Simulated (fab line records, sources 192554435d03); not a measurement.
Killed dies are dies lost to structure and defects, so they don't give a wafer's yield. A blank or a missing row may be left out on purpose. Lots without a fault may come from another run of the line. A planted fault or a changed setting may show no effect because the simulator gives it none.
fab line records | flow n5_finfet
record lots=10 wafers=30 last_day=18
route steps=1938 shown BEOL_M7@1329 BEOL_M8@1346
lots that met no fault: from a run of the same line without faults
start_h: hours from the record's first day to the start of the lot's first wafer shown | wait_h: hours since the lot's step before | " the same as in the row above | L1.1+2: a row that stands for several wafers | - no value, or no start given | * or withheld: withheld | < > ~ a bound
route shown NAME@n: a module of which the file shows steps, and the number in the route of the first | usual: mean/standard deviation of fault-free wafers | same: alike in all rows | chamber/n: place in a boat | sites: the reading at each site | _std_site: their standard deviation | _edge_site: outer sites' mean less inner sites' | radius_mm: how far each site lies from the wafer's centre | mask NAME#n: copy n | behind: the tool/chamber that last shaped the wafer | hold: why the lot was held/for how many hours/how that ended | device: the transistor (n, p or np) that didn't switch | end of line: the same wafers' tests at the end of the route | a step without rows: its recipe alone | killed: dies lost to structure and defects at the first sort, not the wafer's yield | map: a wafer's dies, x killed, . not, _ none there
set.NAME: the setting as run; set.NAME@STEP: as run at that earlier step | model.NAME: the simulator's own value behind a step, which no gauge read
steps of the route over a sample of lots; a table a step, a row a wafer
services: from which hour (start_h, from the record's first day; less than 0 if before it) a tool's chamber was out of use, for how many hours, and why
## steps
# step N5_BEOL_M7_DEP_56
# recipe material=SiCN target_thk_a=100 temp_c=withheld precursor=3MS/NH3 pressure_torr=3 rf_w=202 time_s=17.5
# usual showerhead_plenum_p_Torr=3.664/0.014 throttle_valve_pct=9.0/0.37
# columns lot.wafer tool chamber start_h wait_h showerhead_plenum_p_Torr throttle_valve_pct
L942.2 pecvd-01 0 187.87 0.0 3.647 8.7
L942.4 " 0 " " 3.653 8.8
L942.6 " 0 " " 3.647 8.7
L943.1 pecvd-03 2 207.53 0.0 3.674 9.0
L943.4 " 1 " " 3.659 8.9
L943.5 " 2 " " 3.665 9.4
L946.1 pecvd-02 1 218.30 0.0 3.652 9.1
L946.2 " 0 " " 3.681 9.3
L946.3 " 1 " " 3.651 8.9
L951.2 pecvd-02 0 248.23 0.0 3.673 9.4
L951.3 " 1 " " 3.652 8.9
L951.4 " 1 " " 3.674 8.9
L953.2 pecvd-01 2 265.04 0.0 3.653 9.5
L953.3 " 0 " " 3.647 8.4
L953.5 " 2 " " 3.658 9.5
L960.1 pecvd-02 1 314.48 0.0 3.659 8.9
L960.4 " 0 " " 3.677 9.7
L960.6 " 1 " " 3.664 8.7
L961.2 pecvd-03 1 331.21 0.0 3.659 8.7
L961.4 " 2 " " 3.683 8.9
L961.5 " 1 " " 3.667 8.6
L962.3 pecvd-01 1 339.26 0.0 3.645 9.2
L962.5 " 0 " " 3.650 8.8
L962.6 " 2 " " 3.656 9.6
L963.1 pecvd-01 0 347.49 0.0 3.648 8.8
L963.4 " 0 " " 3.648 8.7
L963.5 " 1 " " 3.640 9.0
L964.1 pecvd-02 2 362.31 0.0 3.671 8.2
L964.5 " 1 " " 3.659 9.3
L964.6 " 0 " " 3.673 9.5
# step N5_BEOL_M8_OVL_MEAS_12
# recipe points_per_wafer=44
# usual M8_OVL=0.1/0.71
# columns lot.wafer tool chamber start_h wait_h M8_OVL[nm]
L942.2 overlay-01 0 190.96 0.0 -0.1
L942.4 " 0 " " -0.8
L942.6 " 0 " " 0.2
L943.1 overlay-02 0 209.52 0.0 -0.9
L943.4 " 0 " " -0.4
L943.5 " 0 " " -0.6
L946.1 overlay-02 0 220.73 0.0 0.5
L946.2 " 0 " " -0.4
L946.3 " 0 " " 0.1
L951.2 overlay-02 0 251.12 0.0 -0.1
L951.3 " 0 " " -2.0
L951.4 " 0 " " -0.3
L953.2 overlay-02 0 270.47 0.0 0.4
L953.3 " 0 " " 0.3
L953.5 " 0 " " 0.2
L960.1 overlay-01 0 318.17 0.0 0.3
L960.4 " 0 " " -0.3
L960.6 " 0 " " -0.3
L961.2 overlay-01 0 333.46 0.0 0.1
L961.4 " 0 " " -1.2
L961.5 " 0 " " -1.0
L962.3 overlay-01 0 342.05 0.0 0.6
L962.5 " 0 " " 1.3
L962.6 " 0 " " 0.5
L963.1 overlay-02 0 349.41 0.0 0.0
L963.4 " 0 " " 1.7
L963.5 " 0 " " 0.8
L964.1 overlay-01 0 364.87 0.0 0.9
L964.5 " 0 " " 0.3
L964.6 " 0 " " 1.7
# step N5_BEOL_M8_ETCH_61
# recipe chemistry=CF4 target=SiARC target_depth_a=455 mask_material=CAR-ArF time_s=75.8 ion_energy_ev=80 pressure_mtorr=40 source_w=545 bias_w=36 Ar_flow_sccm=100 cf4_flow_sccm=100 ends=cleared
# usual drypump_motor_current_A=5.7/0.4 etch_rf_on_time_s=75.6/2.1 oes_product_au=0.69/0.086 rf_vpp_V=184.0/1.3 showerhead_plenum_p_Torr=2.13/0.087 throttle_valve_pct=15.47/0.23
# columns lot.wafer tool chamber start_h wait_h drypump_motor_current_A etch_rf_on_time_s oes_product_au rf_hours_counter_h rf_vpp_V showerhead_plenum_p_Torr throttle_valve_pct
L942.2 rie_diel-06 1 191.33 0.0 6.0 72.1 0.60 240 183.2 2.10 16.01
L942.4 " 2 " " 5.4 76.5 0.61 201 183.3 2.02 15.70
L942.6 " 2 " " 5.4 77.6 0.60 - 185.0 2.02 15.69
L943.1 rie_diel-04 2 209.79 0.0 5.8 76.5 0.61 190 183.2 2.20 15.74
L943.4 " 3 " " 5.3 74.2 0.74 - 182.2 2.09 15.18
L943.5 " 3 " " 5.3 73.8 0.74 - 183.4 2.09 15.17
L946.1 rie_diel-04 2 220.88 0.0 5.8 76.8 0.61 197 185.7 2.20 15.75
L946.2 " 3 " " 5.3 74.8 0.74 53 182.2 2.08 15.19
L946.3 " 0 " " 5.6 76.3 0.85 1 187.1 2.29 15.14
L951.2 rie_diel-04 2 251.21 0.0 5.8 77.3 0.60 208 185.3 2.19 15.77
L951.3 " 3 " " 5.3 74.4 0.72 64 182.7 2.08 15.20
L951.4 " 1 " " 5.2 79.0 0.59 215 182.1 2.04 15.44
L953.2 rie_diel-06 1 270.56 0.0 6.0 71.0 0.83 9 183.0 2.09 15.53
L953.3 " 0 " " 6.6 75.6 0.78 16 183.9 2.12 15.56
L953.5 " 1 " " 6.0 70.3 0.83 - 184.1 2.09 15.53
L960.1 rie_diel-05 0 318.49 0.0 5.7 76.1 0.74 37 184.1 2.27 15.43
L960.4 " 1 " " 6.1 75.3 0.68 98 184.2 2.08 15.37
L960.6 " 1 " " 6.0 75.1 0.68 - 184.0 2.08 15.35
L961.2 rie_diel-04 0 333.72 0.0 5.6 77.1 0.74 39 184.6 2.27 15.20
L961.4 " 3 " " 5.4 74.6 0.70 91 183.7 2.07 15.26
L961.5 " 3 " " 5.3 74.8 0.69 - 184.2 2.07 15.26
L962.3 rie_diel-04 1 342.14 0.0 5.2 77.9 0.57 248 183.1 2.03 15.50
L962.5 " 1 " " 5.2 78.4 0.57 - 182.9 2.03 15.50
L962.6 " 2 " " 5.8 76.6 0.59 - 183.5 2.19 15.81
L963.1 rie_diel-06 0 350.11 0.0 6.6 76.6 0.73 47 182.4 2.11 15.62
L963.4 " 0 " " 6.6 77.3 0.72 - 183.9 2.11 15.62
L963.5 " 1 " " 6.0 71.8 0.76 - 184.1 2.08 15.60
L964.1 rie_diel-06 0 364.98 0.0 6.6 76.4 0.73 53 183.9 2.11 15.66
L964.5 " 2 " " 5.4 75.5 0.82 - 185.9 2.26 15.32
L964.6 " 1 " " 6.0 71.6 0.76 - 185.0 2.08 15.61
# step N5_BEOL_M8_TRENCH_ETCH_37
# recipe chemistry=C4F6/O2 target_depth_a=934.78 target=SiCOH_lowk time_s=31.2 ion_energy_ev=250 pressure_mtorr=30 source_w=345 bias_w=185 Ar_flow_sccm=300 C4F6_flow_sccm=10 O2_flow_sccm=10
# usual drypump_motor_current_A=5.7/0.45 oes_product_au=0.81/0.11 rf_vpp_V=660/15 run_length_s=54.3/0.43 showerhead_plenum_p_Torr=2.83/0.13 throttle_valve_pct=20.77/0.19
# columns lot.wafer tool chamber start_h wait_h drypump_motor_current_A oes_product_au rf_hours_counter_h rf_vpp_V run_length_s showerhead_plenum_p_Torr throttle_valve_pct
L942.2 rie_diel-04 0 192.76 - 5.6 0.68 245 654 54.5 2.72 20.96
L942.4 " 3 " " 5.3 0.88 38 659 54.5 2.81 20.63
L942.6 " 2 " " 5.8 0.72 - 650 54.2 2.93 21.01
L943.1 rie_diel-06 1 213.46 - 6.0 0.69 251 667 55.4 2.77 21.16
L943.4 " 1 " " 6.0 0.69 - 667 54.7 2.77 21.15
L943.5 " 3 " " 6.5 0.86 - 629 54.4 2.73 20.60
L946.1 rie_diel-04 3 222.26 - 5.3 0.87 53 658 54.9 2.80 20.65
L946.2 " 2 " " 5.8 0.71 197 650 53.5 2.93 21.02
L946.3 " 0 " " 5.6 0.99 1 665 54.1 3.06 20.62
L951.2 rie_diel-04 1 252.58 - 5.3 0.69 215 653 54.2 2.69 20.45
L951.3 " 0 " " 5.6 0.93 11 663 54.1 3.06 20.64
L951.4 " 2 " " 5.8 0.70 209 648 52.0 2.92 21.03
L953.2 rie_diel-05 1 271.81 - 6.0 0.81 79 656 54.3 2.79 20.75
L953.3 " 0 " " 5.7 0.90 18 689 54.4 3.04 20.80
L953.5 " 1 " " 6.1 0.82 - 657 54.4 2.79 20.73
L960.1 rie_diel-06 2 320.53 - 5.4 0.67 246 687 54.6 2.66 20.88
L960.4 " 1 " " 6.0 0.92 26 665 55.1 2.76 20.79
L960.6 " 1 " " 6.0 0.92 - 668 55.4 2.76 20.77
L961.2 rie_diel-04 0 336.91 - 5.6 0.88 41 663 53.8 3.04 20.69
L961.4 " 3 " " 5.3 0.81 92 656 54.4 2.78 20.68
L961.5 " 0 " " 5.6 0.87 - 663 54.3 3.04 20.68
L962.3 rie_diel-04 2 345.07 - 5.8 0.68 236 649 53.5 2.91 21.08
L962.5 " 1 " " 5.2 0.66 - 650 54.9 2.68 20.51
L962.6 " 2 " " 5.8 0.68 - 649 53.9 2.91 21.09
L963.1 rie_diel-04 1 354.01 - 5.2 0.66 253 652 54.0 2.67 20.52
L963.4 " 1 " " 5.2 0.66 - 651 54.0 2.67 20.52
L963.5 " 2 " " 5.8 0.68 - 649 53.9 2.91 21.08
L964.1 rie_diel-06 1 368.11 - 6.0 0.88 48 667 54.8 2.75 20.82
L964.5 " 1 " " 6.0 0.88 - 667 55.0 2.75 20.82
L964.6 " 0 " " 6.6 0.84 - 655 54.3 2.79 20.97
## services
# columns tool chamber start_h hours kind
rie_diel-05 1 183.09 9.7 repair
pecvd-02 - 183.88 14.6 pm
pecvd-01 2 185.92 28.9 repair
rie_diel-04 0 205.22 - clean
rie_diel-04 0 205.22 - consumable_replace:focus_ring
rie_diel-04 0 205.22 - consumable_replace:showerhead
rie_diel-04 0 205.22 14.1 scheduled_down
rie_diel-04 0 205.22 14.1 vent_cycle
rie_diel-05 3 209.61 4.5 repair
rie_diel-05 0 223.81 5.5 repair
rie_diel-04 - 266.81 2.4 repair
rie_diel-06 - 267.21 0.6 repair
pecvd-02 - 271.91 2.8 pm
rie_diel-06 - 275.37 4.3 pm
pecvd-03 - 275.45 6.0 pm
pecvd-01 - 283.28 4.3 pm
rie_diel-06 2 294.86 13.9 repair
rie_diel-04 2 302.94 7.1 repair
rie_diel-04 2 310.68 4.4 repair
rie_diel-04 3 347.13 14.3 repair
rie_diel-06 3 352.68 16.5 repair
rie_diel-04 1 361.41 - clean
rie_diel-04 1 361.41 - consumable_replace:focus_ring
rie_diel-04 1 361.41 - consumable_replace:showerhead
## key
first_sign step=N5_BEOL_M8_TRENCH_ETCH_37 reading=run_length_s direction=down sigmas=5.3 usual=* struck=*
effect none on later readings
met_at N5_BEOL_M8_TRENCH_ETCH_37
struck_lots L951
struck_wafers L951.4
not_acting_at N5_BEOL_M7_DEP_56,N5_BEOL_M8_OVL_MEAS_12,N5_BEOL_M8_ETCH_61
onset_between 222.26 252.58
fault kind=process_parameter_drift tool=rie_diel-04 chamber=- onset_h=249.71 steps=N5_BEOL_M8_TRENCH_ETCH_37 channel=time_s offset=* shape=step end_h=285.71 scope=struck_wafers_only acts_in=* stated=*
